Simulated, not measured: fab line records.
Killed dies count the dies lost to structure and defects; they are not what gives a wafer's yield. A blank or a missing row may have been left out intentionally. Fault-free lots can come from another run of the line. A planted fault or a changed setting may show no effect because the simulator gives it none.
Chamber matching | flow n5_finfet | N5_BEOL_M14_TRENCH_ETCH_34 on rie_diel-04 has 4 sister chambers
The step etches SiO2 in C4F8/O2/Ar, target depth 556.65 nm, time 126.9 s. 16 wafers are shown with their chamber, then 8 later ones without.

== EACH WAFER AND ITS CHAMBER ==
wafer  | chamber | rf_vpp_V (V) | drypump_motor_current_A (A) | throttle_valve_pct (%)
L076.3 | 3       | 2322         | 5.5                         | 30.5
L076.4 | 2       | 2240         | 5.9                         | 31.0
L076.5 | 2       | 2241         | 5.9                         | 31.0
L080.1 | 2       | 2239         | 6.0                         | 31.0
L080.2 | 0       | 2250         | 6.1                         | 30.4
L080.4 | 1       | 2217         | 6.2                         | 31.4
L081.2 | 2       | 2240         | 6.0                         | 31.0
L081.3 | 0       | 2250         | 6.1                         | 30.4
L081.4 | 1       | 2216         | 6.2                         | 31.4
L088.1 | 2       | 2240         | 5.9                         | 30.8
L088.3 | 0       | 2249         | 6.1                         | 30.4
L088.6 | 3       | 2320         | 5.5                         | 30.5
L086.2 | 2       | 2240         | 6.0                         | 30.8
L086.3 | 0       | 2249         | 6.1                         | 30.4
L086.5 | 2       | 2239         | 5.9                         | 30.8
L089.2 | 3       | 2320         | 5.5                         | 30.5

SIGNATURES, as means of the wafers listed above
reading                 | chamber 0 | chamber 1 | chamber 2 | chamber 3 | scatter within a chamber
rf_vpp_V                | 2249.50   | 2216.50   | 2239.86   | 2320.67   | 0.765
drypump_motor_current_A | 6.100     | 6.200     | 5.943     | 5.500     | 0.0378
throttle_valve_pct      | 30.400    | 31.400    | 30.914    | 30.500    | 0.0756
Rule: distance of a wafer from a chamber = root of the sum over the readings of ((wafer's reading minus chamber's mean) / reading's scatter) squared. If the next closest chamber is less than 2 further off than the closest, the wafer can't be placed; otherwise it belongs to the closest. The scatter: the root of (the sum of the squares of (reading less its chamber's mean) over the shown wafers, divided by (wafers less chambers)).

== WAFERS MISSING THEIR CHAMBER ==
wafer  | rf_vpp_V (V) | drypump_motor_current_A (A) | throttle_valve_pct (%)
L089.3 | 2237         | 6.0                         | 30.8
L089.5 | 2214         | 6.3                         | 31.3
L092.3 | 2239         | 6.0                         | 30.8
L092.4 | 2215         | 6.2                         | 31.3
L092.5 | 2239         | 5.9                         | 30.8
L093.1 | 2236         | 5.9                         | 30.8
L093.2 | 2248         | 6.1                         | 30.4
L093.6 | 2248         | 6.1                         | 30.4

== WHICH CHAMBER EACH WENT THROUGH ==
wafer  | from the rows above | in truth
L089.3 | 2                   | 2
L089.5 | 1                   | 1
L092.3 | 2                   | 2
L092.4 | 1                   | 1
L092.5 | 2                   | 2
L093.1 | 2                   | 2
L093.2 | 0                   | 0
L093.6 | 0                   | 0
Correctly placed: 8 of 8. From these rows, 0 cannot be placed. 0 placed wrongly.
